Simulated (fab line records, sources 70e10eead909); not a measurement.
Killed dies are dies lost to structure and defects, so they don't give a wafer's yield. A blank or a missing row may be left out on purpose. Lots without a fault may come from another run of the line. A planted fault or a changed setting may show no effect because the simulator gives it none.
fab line records | flow nand_harc
record lots=12 wafers=36 last_day=25
route steps=1159 shown A_CONTACT@959 A_BLC@976
lots that met no fault: from a run of the same line without faults
start_h: hours from the record's first day to the start of the lot's first wafer shown | wait_h: hours since the lot's step before | " the same as in the row above | L1.1+2: a row that stands for several wafers | - no value, or no start given | * or withheld: withheld | < > ~ a bound
route shown NAME@n: a module of which the file shows steps, and the number in the route of the first | usual: mean/standard deviation of fault-free wafers | same: alike in all rows | chamber/n: place in a boat | sites: the reading at each site | _std_site: their standard deviation | _edge_site: outer sites' mean less inner sites' | radius_mm: how far each site lies from the wafer's centre | mask NAME#n: copy n | behind: the tool/chamber that last shaped the wafer | hold: why the lot was held/for how many hours/how that ended | device: the transistor (n, p or np) that didn't switch | end of line: the same wafers' tests at the end of the route | a step without rows: its recipe alone | killed: dies lost to structure and defects at the first sort, not the wafer's yield | map: a wafer's dies, x killed, . not, _ none there
set.NAME: the setting as run; set.NAME@STEP: as run at that earlier step | model.NAME: the simulator's own value behind a step, which no gauge read
steps of the route over a sample of lots; a table a step, a row a wafer
services: from which hour (start_h, from the record's first day; less than 0 if before it) a tool's chamber was out of use, for how many hours, and why
## steps
# step NHARC_A_CONTACT_CVD_19
# recipe target_thk_a=3000 temp_c=300 pressure_torr=40 wf6_flow_sccm=40 h2_flow_sccm=1600 ar_flow_sccm=1560 time_s=802 material=W
# usual chamber_pressure_Torr=40.00/0.08 heater_power_outer_w=287/45 heater_power_w=499/79 throttle_valve_pct=7.8/0.48
# columns lot.wafer tool chamber start_h wait_h chamber_pressure_Torr heater_power_outer_w heater_power_w throttle_valve_pct
L806.2 cvd_w-01 1 - - 39.99 316 558 8.4
L806.3 " 0 " " 40.01 307 503 7.5
L806.4 " 1 " " 40.08 301 548 8.6
L809.2 cvd_w-01 0 - - 39.96 311 493 7.4
L809.5 " 1 " " 40.10 305 571 8.5
L809.6 " 0 " " 40.12 311 510 7.9
L810.1 cvd_w-01 0 - - 39.90 304 494 7.6
L810.4 " 0 " " 39.92 305 493 7.6
L810.6 " 1 " " 39.96 301 565 8.7
L813.1 cvd_w-02 1 - - 40.02 325 588 7.1
L813.2 " 0 " " 40.08 207 374 7.8
L813.5 " 1 " " 40.08 320 578 7.2
L816.1 cvd_w-02 1 - - 40.06 330 562 7.3
L816.4 " 0 " " 39.98 211 378 7.6
L816.6 " 0 " " 39.98 210 371 7.6
L821.1 cvd_w-01 0 - - 39.95 315 500 7.6
L821.4 " 1 " " 39.98 298 533 8.1
L821.6 " 0 " " 39.98 323 512 7.5
L822.1 cvd_w-01 1 - - 39.88 279 529 8.6
L822.2 " 0 " " 40.09 317 504 7.6
L822.3 " 0 " " 40.02 323 517 7.7
L820.1 cvd_w-01 0 - - 40.02 323 505 7.4
L820.3 " 0 " " 40.00 316 511 7.6
L820.6 " 1 " " 40.15 289 524 8.3
L825.2 cvd_w-02 0 - - 40.06 214 377 7.9
L825.4 " 0 " " 39.90 208 359 8.0
L825.5 " 0 " " 39.98 214 381 7.7
L826.3 cvd_w-02 0 - - 40.18 218 389 7.7
L826.4 " 1 " " 40.14 330 577 7.5
L826.5 " 0 " " 40.11 210 368 7.6
L827.2 cvd_w-02 1 - - 39.98 320 569 7.5
L827.1 " 0 " " 39.98 216 373 7.5
L827.6 " 1 " " 40.03 330 579 7.4
L828.3 cvd_w-01 0 - - 40.03 319 506 7.5
L828.4 " 1 " " 39.86 290 527 8.5
L828.6 " 0 " " 39.96 321 497 7.7
# step NHARC_A_BLC_INSPECT_12
# usual raw_defect_count=28/11
# columns lot.wafer tool chamber start_h wait_h raw_defect_count
L806.2 defect_inspect-01 - 398.21 0.0 22
L806.3 " - " " 17
L806.4 " - " " 29
L809.2 defect_inspect-01 - 399.83 0.0 17
L809.5 " - " " 28
L809.6 " - " " 20
L810.1 defect_inspect-01 - 419.65 0.0 15
L810.4 " - " " 21
L810.6 " - " " 18
L813.1 defect_inspect-01 - 449.33 0.0 27
L813.2 " - " " 29
L813.5 " - " " 23
L816.1 defect_inspect-02 - 480.88 0.0 52
L816.4 " - " " 42
L816.6 " - " " 38
L821.1 defect_inspect-01 - 495.45 0.0 35
L821.4 " - " " 26
L821.6 " - " " 32
L822.1 defect_inspect-02 - 496.72 0.0 38
L822.2 " - " " 35
L822.3 " - " " 39
L820.1 defect_inspect-02 - 503.60 0.0 29
L820.3 " - " " 16
L820.6 " - " " 24
L825.2 defect_inspect-01 - 512.82 0.0 40
L825.4 " - " " 35
L825.5 " - " " 38
L826.3 defect_inspect-02 - 515.28 0.0 18
L826.4 " - " " 11
L826.5 " - " " 18
L827.1 defect_inspect-02 - 520.96 0.0 20
L827.2 " - " " 21
L827.6 " - " " 21
L828.3 defect_inspect-01 - 535.36 0.0 46
L828.4 " - " " 26
L828.6 " - " " 37
# step NHARC_A_BLC_ETCH_17
# recipe target_depth_a=3900 over_etch_frac=0.25 time_s=609.38 ion_energy_ev=200 n2_flow_sccm=150 h2_flow_sccm=150 ar_flow_sccm=0 rf_w=400 bias_w=150 chemistry=N2/H2
# usual drypump_motor_current_A=5.85/0.25 oes_product_au=0.997/0.014 rf_vpp_V=429.4/2.5 showerhead_plenum_p_Torr=2.00/0.089 throttle_valve_pct=14.171/0.0089
# same over_etch_frac=0.25
# columns lot.wafer tool chamber start_h wait_h drypump_motor_current_A oes_product_au rf_hours_counter_h rf_vpp_V showerhead_plenum_p_Torr throttle_valve_pct
L806.2 rie_diel-07 1 - - 5.87 0.986 16 433.2 2.15 14.184
L806.3 " 3 " " 5.50 0.998 14 429.3 2.03 14.174
L806.4 " 0 " " 5.86 0.974 16 426.7 1.89 14.176
L809.2 rie_diel-07 1 - - 5.86 0.980 17 433.1 2.15 14.164
L809.5 " 2 " " 6.07 0.990 - 427.2 1.92 14.163
L809.6 " 3 " " 5.52 0.994 - 430.0 2.03 14.179
L810.4 rie_diel-07 1 - - 5.85 0.993 1 435.0 2.15 14.188
L810.1 " 0 " " 5.87 0.973 1 427.2 1.88 14.173
L810.6 " 2 " " 6.06 1.000 - 428.5 1.92 14.172
L813.2 rie_diel-07 1 - - 5.88 0.998 4 433.7 2.15 14.178
L813.1 " 3 " " 5.53 0.997 3 429.8 2.03 14.173
L813.5 " 2 " " 6.08 1.005 - 428.4 1.92 14.171
L816.1 rie_diel-07 2 - - 6.10 1.002 7 427.6 1.92 14.156
L816.6 " 1 " " 5.85 1.018 - 434.5 2.15 14.172
L816.4 " 2 " " 6.10 1.015 - 426.0 1.92 14.177
L821.4 rie_diel-07 2 - - 6.03 1.008 8 427.3 1.92 14.184
L821.1 " 3 " " 5.50 0.988 6 430.8 2.02 14.164
L821.6 " 2 " " 6.07 0.992 - 426.6 1.92 14.157
L822.3 rie_diel-07 1 - - 5.90 1.010 9 432.3 2.15 14.183
L822.1 " 2 " " 6.07 1.003 8 426.6 1.92 14.173
L822.2 " 3 " " 5.50 0.993 7 429.4 2.02 14.171
L820.3 rie_diel-07 2 - - 6.07 1.001 10 427.1 1.92 14.175
L820.1 " 3 " " 5.49 0.991 8 429.9 2.02 14.168
L820.6 " 3 " " 5.49 0.992 - 430.8 2.02 14.161
L825.4 rie_diel-07 0 - - 5.83 0.975 10 426.5 1.88 14.168
L825.2 " 2 " " 6.09 0.996 11 427.2 1.92 14.190
L825.5 " 1 " " 5.88 1.008 - 434.1 2.15 14.172
L826.3 rie_diel-03 3 - - 6.06 1.013 10 430.7 2.04 14.185
L826.4 " 0 " " 5.39 0.990 10 429.5 1.97 14.170
L826.5 " 3 " " 6.07 1.007 - 429.6 2.04 14.181
L827.1 rie_diel-03 3 - - 6.05 1.000 12 431.3 2.04 14.182
L827.2 " 0 " " 5.41 0.977 12 428.8 1.97 14.174
L827.6 " 1 " " 5.96 1.003 - 428.4 1.96 14.172
L828.3 rie_diel-07 0 - - 5.84 0.969 12 425.1 1.88 14.177
L828.4 " 2 " " 6.05 1.000 14 428.1 1.92 14.173
L828.6 " 1 " " 5.87 0.993 - 433.7 2.15 14.165
# step NHARC_A_BLC_CVD_24
# recipe target_thk_a=1500 temp_c=300 pressure_torr=40 wf6_flow_sccm=40 h2_flow_sccm=1600 ar_flow_sccm=1560 time_s=434 material=W
# usual chamber_pressure_Torr=40.00/0.082 heater_power_outer_w=287/45 heater_power_w=500/78 throttle_valve_pct=7.8/0.49
# columns lot.wafer tool chamber start_h wait_h chamber_pressure_Torr heater_power_outer_w heater_power_w throttle_valve_pct
L806.2 cvd_w-02 1 403.47 - 39.91 317 596 7.5
L806.3 " 1 " " 40.01 325 561 7.3
L806.4 " 0 " " 40.02 215 368 7.9
L809.2 cvd_w-02 1 403.98 - 40.00 313 581 7.5
L809.6 " 0 " " 40.05 216 367 7.6
L809.5 " 1 " " 39.99 326 570 7.5
L810.1 cvd_w-02 1 421.79 - 40.15 323 579 7.3
L810.4 " 1 " " 40.08 330 581 7.3
L810.6 " 0 " " 40.12 211 366 7.8
L813.2 cvd_w-02 1 451.57 - 39.89 322 562 7.4
L813.1 " 0 " " 39.94 210 378 7.8
L813.5 " 1 " " 39.90 327 584 7.1
L816.1 cvd_w-01 1 494.43 - - - - -
L816.4 " 1 " " - - - -
L816.6 " 1 " " - - - -
L821.1 cvd_w-02 1 508.35 - 39.93 325 574 7.5
L821.4 " 1 " " 40.04 319 567 7.5
L821.6 " 0 " " 40.10 212 377 7.7
L822.2 cvd_w-01 1 508.49 - 39.94 287 523 8.5
L822.1 " 0 " " 39.98 318 513 7.5
L822.3 " 1 " " 39.95 290 532 8.5
L820.1 cvd_w-02 1 509.30 - - - - -
L820.3 " 1 " " - - - -
L820.6 " 1 " " - - - -
L825.2 cvd_w-02 0 515.03 - 40.06 214 375 8.0
L825.4 " 0 " " 39.95 211 376 7.8
L825.5 " 1 " " 40.08 327 574 7.7
L826.3 cvd_w-02 1 517.86 - 40.07 317 555 7.4
L826.4 " 0 " " 40.09 214 383 7.7
L826.5 " 1 " " 40.07 325 584 7.1
L827.1 cvd_w-01 0 524.80 - 39.90 314 502 7.5
L827.2 " 1 " " 39.95 300 522 8.5
L827.6 " 1 " " 39.76 292 529 8.5
L828.4 cvd_w-02 1 538.54 - 40.06 315 578 7.4
L828.3 " 0 " " 40.09 210 370 7.7
L828.6 " 1 " " 40.05 332 568 7.4
# step NHARC_A_BLC_CMP_25
# recipe t_overpolish_s=30 target_thk_nm=150
# usual motor_current_A=11.7/0.84 overpolish_run_s=30.000/0.009 slurry_flow_ml_min=150.0/0.46 time_to_endpoint_s=30/3.3
# columns lot.wafer tool chamber start_h wait_h motor_current_A overpolish_run_s slurry_flow_ml_min time_to_endpoint_s
L806.2 cmp-02 0 404.02 0.5 12.0 30.005 150.2 26
L806.4 " 1 " " 11.3 29.999 149.9 26
L806.3 " 2 " " 12.7 30.000 149.7 26
L809.2 cmp-03 2 404.48 0.4 11.9 29.997 150.3 31
L809.5 " 1 " " 11.7 29.996 149.2 26
L809.6 " 2 " " 11.6 29.997 150.3 31
L810.1 cmp-01 1 422.24 0.4 12.1 29.987 150.3 30
L810.4 " 0 " " 10.2 29.995 149.8 33
L810.6 " 2 " " 11.8 30.001 150.4 25
L813.1 cmp-02 0 452.13 0.4 12.1 30.011 150.2 28
L813.2 " 1 " " 11.5 29.994 149.8 31
L813.5 " 3 " " 13.2 29.994 149.7 31
L816.1 cmp-03 2 494.94 0.4 11.4 29.998 149.2 1
L816.4 " 3 " " 11.9 29.992 149.3 3
L816.6 " 2 " " 11.6 29.998 149.4 4
L821.1 cmp-02 0 508.91 0.5 11.7 30.009 149.3 29
L821.4 " 2 " " 12.7 29.998 150.1 28
L821.6 " 0 " " 12.4 30.010 149.5 33
L822.2 cmp-01 2 509.04 0.5 11.5 30.013 150.2 24
L822.3 " 0 " " 10.0 30.004 149.8 33
L822.1 " 1 " " 12.3 29.997 150.6 32
L820.3 cmp-01 2 509.83 0.3 12.7 29.992 149.4 0
L820.1 " 3 " " 11.1 29.983 149.5 0
L820.6 " 0 " " 10.9 30.009 150.1 4
L825.2 cmp-03 2 515.52 0.4 11.6 30.009 150.0 30
L825.4 " 0 " " 11.8 29.992 150.0 31
L825.5 " 2 " " 11.7 30.000 149.7 31
L826.3 cmp-02 1 518.24 0.3 11.5 30.002 149.7 29
L826.4 " 0 " " 13.1 30.011 150.1 31
L826.5 " 1 " " 11.2 30.002 150.1 31
L827.2 cmp-01 3 525.36 0.4 11.0 29.999 149.5 25
L827.1 " 1 " " 12.1 30.001 150.7 33
L827.6 " 3 " " 10.8 30.000 150.0 23
L828.4 cmp-03 1 538.95 0.3 12.2 29.995 149.4 30
L828.3 " 3 " " 11.6 29.998 150.2 30
L828.6 " 0 " " 11.9 29.997 150.6 30
## services
# columns tool chamber start_h hours kind
cmp-01 - 375.50 4.0 pm
cvd_w-02 - 376.66 13.0 pm
cvd_w-02 0 376.66 13.0 vent_cycle
cvd_w-02 1 376.66 13.0 vent_cycle
rie_diel-07 0 384.27 - clean
rie_diel-07 1 384.27 - clean
rie_diel-07 2 384.27 - clean
rie_diel-07 3 384.27 - clean
cvd_w-02 0 389.66 - clean
cvd_w-02 1 389.66 - clean
rie_diel-03 - 392.37 9.0 pm
rie_diel-07 - 405.20 9.0 pm
rie_diel-07 0 405.20 9.0 vent_cycle
rie_diel-07 1 405.20 9.0 vent_cycle
cmp-02 - 406.88 3.1 repair
cmp-01 - 418.53 2.0 repair
cmp-02 - 422.62 4.0 pm
cmp-03 - 456.86 4.0 pm
cmp-01 - 473.50 4.0 pm
cvd_w-01 - 476.31 13.0 pm
cmp-02 - 477.28 0.7 repair
rie_diel-07 3 480.85 7.0 repair
cmp-02 - 520.62 4.0 pm
rie_diel-07 1 524.50 9.5 repair
## key
first_sign step=NHARC_A_BLC_CVD_24 reading=tool_record direction=missing
effect step=NHARC_A_BLC_CMP_25 reading=time_to_endpoint_s direction=down sigmas=8.3 usual=* struck=*
met_at NHARC_A_BLC_CVD_24
struck_lots L816,L820
scrapped_behind NHARC_A_BLC_THK_MEAS_26 L816.1,L816.4,L816.6,L820.1,L820.3,L820.6
not_acting_at NHARC_A_CONTACT_CVD_19,NHARC_A_BLC_INSPECT_12,NHARC_A_BLC_ETCH_17
onset_between 451.57 494.43
fault kind=skipped_step_whole tool=cvd_w-01,cvd_w-02 chamber=- onset_h=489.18 steps=NHARC_A_BLC_CVD_24 scope=struck_lots_only
